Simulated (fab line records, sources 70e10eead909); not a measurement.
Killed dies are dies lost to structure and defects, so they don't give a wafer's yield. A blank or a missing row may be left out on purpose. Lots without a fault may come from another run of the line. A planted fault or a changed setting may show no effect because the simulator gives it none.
Chamber matching | flow nand_harc | NHARC_A_CONTACT_DESCUM_74 on rie_diel-09: 4 sister chambers
The step chemistry O2, time 3 s. 4 wafers are shown with their chamber, then 7 later ones without.

WAFERS WITH THEIR CHAMBER
wafer  | chamber | drypump_motor_current_A (A)
L081.2 | 2       | 5.3
L086.2 | 1       | 6.7
L091.3 | 0       | 5.7
L091.5 | 3       | 5.3

WAFERS WITHOUT THEIR CHAMBER
wafer  | drypump_motor_current_A (A)
L091.6 | 5.7
L090.1 | 5.3
L090.2 | 5.3
L090.3 | 6.7
L092.1 | 5.8
L092.3 | 5.3
L092.4 | 6.8

WHICH CHAMBER EACH WENT THROUGH
wafer  | from the rows above     | in truth
L091.6 | 0                       | 0
L090.1 | can't be placed: 2 or 3 | 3
L090.2 | can't be placed: 2 or 3 | 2
L090.3 | 1                       | 1
L092.1 | 0                       | 0
L092.3 | can't be placed: 2 or 3 | 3
L092.4 | 1                       | 1
Placed correctly: 4 of 7. Can't be placed from these rows: 3 (the true chamber is among the candidates in 3). Placed wrongly: 0.
How it was worked out, from the rows above alone: a wafer's distance from a chamber is the root of the sum, over the readings, of the square of ((its reading less the chamber's mean) divided by the reading's scatter). The wafer belongs to the nearest chamber; if the next one is less than 2 further off, it can't be placed. A chamber's mean is the mean of its shown wafers. The scatter: with one shown wafer a chamber, the root of the mean of the squares of how far each hidden wafer lies from its nearest shown one.
